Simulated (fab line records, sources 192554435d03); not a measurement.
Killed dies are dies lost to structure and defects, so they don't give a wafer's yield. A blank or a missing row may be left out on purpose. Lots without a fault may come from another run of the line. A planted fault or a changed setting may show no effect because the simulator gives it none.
Which tool did it? | flow n5_finfet | 8 lots, 24 wafers sampled, at 5 steps of a route of 1938

WHAT THE GAUGES READ, wafer by wafer
N5_BEOL_M4_RC_MEAS_101. Usual: DIBL_N 35.8 mV/V, standard deviation 1.8; DIBL_P 35.9 mV/V, standard deviation 2.2; IOFF_N 0.16 nA/um, standard deviation 0.035; IOFF_P 0.21 nA/um, standard deviation 0.04; ION_N 672 uA/um, standard deviation 11; ION_P 461 uA/um, standard deviation 7.4; SS_N 71.4 mV/dec, standard deviation 0.64; SS_P 73.2 mV/dec, standard deviation 0.67; VT_N 250 mV, standard deviation 3.5; VT_P -251 mV, standard deviation 3.4.
lot  | measured     | on        | DIBL_N (mV/V)  | DIBL_P (mV/V)  | IOFF_N (nA/um) | IOFF_P (nA/um) | ION_N (uA/um) | ION_P (uA/um) | SS_N (mV/dec)  | SS_P (mV/dec)  | VT_N (mV)   | VT_P (mV)      | flag
L738 | day 7 19:40  | prober-02 | 35.0 35.8 35.0 | 34.4 36.3 35.2 | 0.15 0.17 0.15 | 0.16 0.19 0.17 | 664 691 671   | 450 467 459   | 71.5 72.1 72.0 | 73.0 73.8 72.7 | 250 248 248 | -254 -252 -252 |
L739 | day 8 15:25  | prober-01 | 34.9 32.9 34.9 | 36.2 34.3 36.9 | 0.17 0.14 0.17 | 0.23 0.20 0.25 | 675 669 677   | 468 463 476   | 71.4 71.4 71.0 | 74.0 72.7 72.8 | 247 250 245 | -246 -250 -246 |
L750 | day 11 11:02 | prober-02 | 39.1 34.3 34.8 | 39.8 33.5 35.5 | 0.23 0.12 0.14 | 0.21 0.17 0.20 | 690 665 667   | 461 457 463   | 72.2 70.7 70.3 | 73.6 73.1 72.8 | 244 254 252 | -255 -252 -248 |
L755 | day 12 09:31 | prober-01 | 37.6 36.7 35.9 | 37.8 36.8 36.1 | 0.17 0.15 0.14 | 0.19 0.17 0.17 | 671 668 660   | 444 446 448   | 72.1 72.0 71.8 | 73.8 73.5 73.5 | 251 252 253 | -257 -256 -256 |
L758 | day 12 18:34 | prober-02 | 35.1 36.7 34.3 | 36.4 38.3 35.3 | 0.15 0.19 0.14 | 0.23 0.26 0.21 | 668 679 669   | 461 472 466   | 71.7 72.2 71.8 | 73.3 72.9 72.9 | 248 246 252 | -248 -245 -248 |
L759 | day 12 23:56 | prober-01 | 37.1 36.5 33.7 | 37.8 36.8 32.5 | 0.17 0.15 0.11 | 0.21 0.20 0.15 | 679 674 660   | 458 468 454   | 72.1 71.4 70.9 | 74.1 73.9 72.8 | 246 251 255 | -251 -255 -255 |
L760 | day 13 21:09 | prober-02 | 35.9 35.5 35.3 | 34.6 34.3 33.3 | 0.14 0.14 0.12 | 0.20 0.20 0.19 | 676 683 669   | 467 466 464   | 70.8 71.0 70.5 | 73.0 72.3 72.7 | 249 249 254 | -252 -251 -252 |
L761 | day 13 23:44 | prober-02 | 34.4 35.2 32.4 | 33.0 34.1 30.8 | 0.11 0.12 0.09 | 0.17 0.18 0.14 | 659 658 653   | 459 459 453   | 70.6 71.7 70.3 | 72.5 72.9 71.6 | 255 255 257 | -251 -253 -255 |

WHICH TOOL RAN EACH LOT (tool, then ch and the chambers of the sampled wafers, then the start)
lot  | N5_DUMMY_REMOVAL_STRIP_10         | N5_HKMG_FIN_ETCH_54               | N5_HKMG_FIN_ETCH_55               | N5_HKMG_FIN_PWFM_ALD_03
L738 | rie_diel-01 ch 0,3, day 3 22:56   | rie_diel-04 ch 0,1,2, day 4 00:34 | rie_diel-04 ch 0,1,2, day 4 00:38 | ald_metal-01 ch 1,2,3, day 4 03:02
L739 | rie_diel-03 ch 1,3, day 4 09:29   | rie_diel-04 ch 0,2, day 4 11:04   | rie_diel-04 ch 0,2, day 4 11:07   | ald_metal-04 ch 0,2, day 4 13:29
L750 | rie_diel-01 ch 0,1,3, day 6 23:58 | rie_diel-05 ch 1,2,3, day 7 01:40 | rie_diel-05 ch 1,2,3, day 7 01:43 | ald_metal-04 ch 0,1,3, day 7 04:05
L755 | rie_diel-01 ch 0,2,3, day 8 05:28 | rie_diel-05 ch 2,3, day 8 07:25   | rie_diel-05 ch 2,3, day 8 07:28   | ald_metal-01 ch 0,1, day 8 10:11
L758 | rie_diel-03 ch 0,1,3, day 9 00:42 | rie_diel-05 ch 0,1,3, day 9 02:23 | rie_diel-05 ch 0,1,3, day 9 02:26 | ald_metal-02 ch 1,2,3, day 9 05:06
L759 | rie_diel-06 ch 0,2,3, day 9 05:20 | rie_diel-05 ch 1,2,3, day 9 07:16 | rie_diel-05 ch 1,2,3, day 9 07:19 | ald_metal-01 ch 0,2,3, day 9 09:49
L760 | rie_diel-01 ch 0,1, day 9 11:52   | rie_diel-02 ch 0,1,3, day 9 14:20 | rie_diel-02 ch 0,1,3, day 9 14:24 | ald_metal-02 ch 0,1, day 9 16:59
L761 | rie_diel-03 ch 0,1,2, day 9 18:08 | rie_diel-02 ch 0,2,3, day 9 19:55 | rie_diel-02 ch 0,2,3, day 9 19:58 | ald_metal-02 ch 0,2, day 9 22:22
- N5_DUMMY_REMOVAL_STRIP_10: strips in N2/H2, time 40 s.
- N5_HKMG_FIN_ETCH_54: etches SiARC in CF4, target depth 45.5 nm, time 75.8 s.
- N5_HKMG_FIN_ETCH_55: etches SOC in N2/H2, target depth 240 nm, time 300 s.
- N5_HKMG_FIN_PWFM_ALD_03: deposits TiN, target thk 2 nm, pulse time 1 s, purge time 3 s.

WHAT THE TOOLS THEMSELVES READ (means of the sampled wafers that have a number; where no wafer has one, the mark that the record gives instead)
N5_DUMMY_REMOVAL_STRIP_10. Usual: drypump_motor_current_A 5.8 A, standard deviation 0.46; oes_product_au 0.79 a.u., standard deviation 0.093; rf_vpp_V 45.2 V, standard deviation 0.81; showerhead_plenum_p_Torr 3.32 Torr, standard deviation 0.063; throttle_valve_pct 12.3 %, standard deviation 0.3.
lot  | tool        | drypump_motor_current_A (A) | oes_product_au (a.u.) | rf_vpp_V (V) | showerhead_plenum_p_Torr (Torr) | throttle_valve_pct (%) | flag
L738 | rie_diel-01 | 6.5                         | 0.75                  | 45.2         | 3.37                            | 12.3                   |
L739 | rie_diel-03 | 5.5                         | 0.72                  | 45.5         | 3.31                            | 12.6                   |
L750 | rie_diel-01 | 6.2                         | 0.87                  | 44.9         | 3.33                            | 12.0                   |
L755 | rie_diel-01 | 6.3                         | 0.87                  | 44.6         | 3.34                            | 12.1                   |
L758 | rie_diel-03 | 5.6                         | 0.76                  | 45.4         | 3.33                            | 12.5                   |
L759 | rie_diel-06 | 5.7                         | 0.78                  | 45.2         | 3.29                            | 12.2                   |
L760 | rie_diel-01 | 6.0                         | 0.88                  | 45.4         | 3.27                            | 11.9                   |
L761 | rie_diel-03 | 5.8                         | 0.76                  | 45.2         | 3.37                            | 12.5                   |

N5_HKMG_FIN_ETCH_54. Usual: drypump_motor_current_A 5.6 A, standard deviation 0.35; etch_rf_on_time_s 76.0 s, standard deviation 1.5; oes_product_au 0.68 a.u., standard deviation 0.081; rf_vpp_V 184.3 V, standard deviation 1.1; showerhead_plenum_p_Torr 2.17 Torr, standard deviation 0.065; throttle_valve_pct 15.50 %, standard deviation 0.22.
lot  | tool        | drypump_motor_current_A (A) | etch_rf_on_time_s (s) | oes_product_au (a.u.) | rf_vpp_V (V) | showerhead_plenum_p_Torr (Torr) | throttle_valve_pct (%) | flag
L738 | rie_diel-04 | 5.7                         | 75.7                  | 0.64                  | 184.5        | 2.16                            | 15.53                  |
L739 | rie_diel-04 | 5.7                         | 73.9                  | 0.67                  | 185.0        | 2.21                            | 15.63                  |
L750 | rie_diel-05 | 5.6                         | 76.2                  | 0.60                  | 184.5        | 2.15                            | 15.58                  |
L755 | rie_diel-05 | 5.7                         | 76.9                  | 0.60                  | 184.4        | 2.16                            | 15.48                  |
L758 | rie_diel-05 | 5.6                         | 76.0                  | 0.72                  | 184.3        | 2.17                            | 15.51                  |
L759 | rie_diel-05 | 5.6                         | 74.7                  | 0.68                  | 183.8        | 2.15                            | 15.45                  |
L760 | rie_diel-02 | 5.4                         | 75.3                  | 0.73                  | 183.5        | 2.15                            | 15.55                  |
L761 | rie_diel-02 | 5.8                         | 76.4                  | 0.68                  | 184.0        | 2.10                            | 15.55                  |

N5_HKMG_FIN_ETCH_55. Usual: drypump_motor_current_A 5.6 A, standard deviation 0.34; oes_product_au 0.79 a.u., standard deviation 0.093; rf_vpp_V 525.0 V, standard deviation 2.5; showerhead_plenum_p_Torr 2.58 Torr, standard deviation 0.085; throttle_valve_pct 17.74 %, standard deviation 0.25.
lot  | tool        | drypump_motor_current_A (A) | oes_product_au (a.u.) | rf_vpp_V (V) | showerhead_plenum_p_Torr (Torr) | throttle_valve_pct (%) | flag
L738 | rie_diel-04 | 5.7                         | 0.75                  | 524.7        | 2.58                            | 17.87                  |
L739 | rie_diel-04 | 5.8                         | 0.78                  | 526.8        | 2.62                            | 17.92                  |
L750 | rie_diel-05 | 5.6                         | 0.70                  | 524.7        | 2.55                            | 17.70                  |
L755 | rie_diel-05 | 5.7                         | 0.70                  | 524.2        | 2.54                            | 17.51                  |
L758 | rie_diel-05 | 5.6                         | 0.85                  | 524.4        | 2.57                            | 17.73                  |
L759 | rie_diel-05 | 5.6                         | 0.79                  | 524.4        | 2.54                            | 17.59                  |
L760 | rie_diel-02 | 5.4                         | 0.85                  | 523.3        | 2.55                            | 17.77                  |
L761 | rie_diel-02 | 5.8                         | 0.79                  | 522.6        | 2.49                            | 17.75                  |

N5_HKMG_FIN_PWFM_ALD_03. Usual: heater_power_outer_w 535 W, standard deviation 59; heater_power_w 887 W, standard deviation 67; precursor_pulse_height_rel 1.004, standard deviation 0.021.
lot  | tool         | heater_power_outer_w (W) | heater_power_w (W) | precursor_pulse_height_rel | flag
L738 | ald_metal-01 | 539                      | 891                | 0.976                      |
L739 | ald_metal-04 | 583                      | 943                | 1.015                      |
L750 | ald_metal-04 | 489                      | 841                | 1.029                      |
L755 | ald_metal-01 | 607                      | 961                | 0.997                      |
L758 | ald_metal-02 | 505                      | 864                | 0.993                      |
L759 | ald_metal-01 | 568                      | 923                | 0.997                      |
L760 | ald_metal-02 | 473                      | 854                | 1.021                      |
L761 | ald_metal-02 | 466                      | 795                | 1.000                      |

THE ANSWER, worked out from the rows above alone
Rule: a lot is off if the mean of its wafers that have a number lies more than 3 standard deviations from the usual mean. A lot without any number at a reading at which 4 lots or more have one is off too. The other lots that the step has rows for count as sound. The gauges are gone through in route order, then the tools' own readings, and for those a lot's mean is taken as printed above. The first step at which some lot is off is used, and at that step the reading that is off furthest; a lot without a number counts as furthest.
No lot is off at any reading shown: from this, nothing can be told.

WHAT THE SIMULATOR HAD PUT IN
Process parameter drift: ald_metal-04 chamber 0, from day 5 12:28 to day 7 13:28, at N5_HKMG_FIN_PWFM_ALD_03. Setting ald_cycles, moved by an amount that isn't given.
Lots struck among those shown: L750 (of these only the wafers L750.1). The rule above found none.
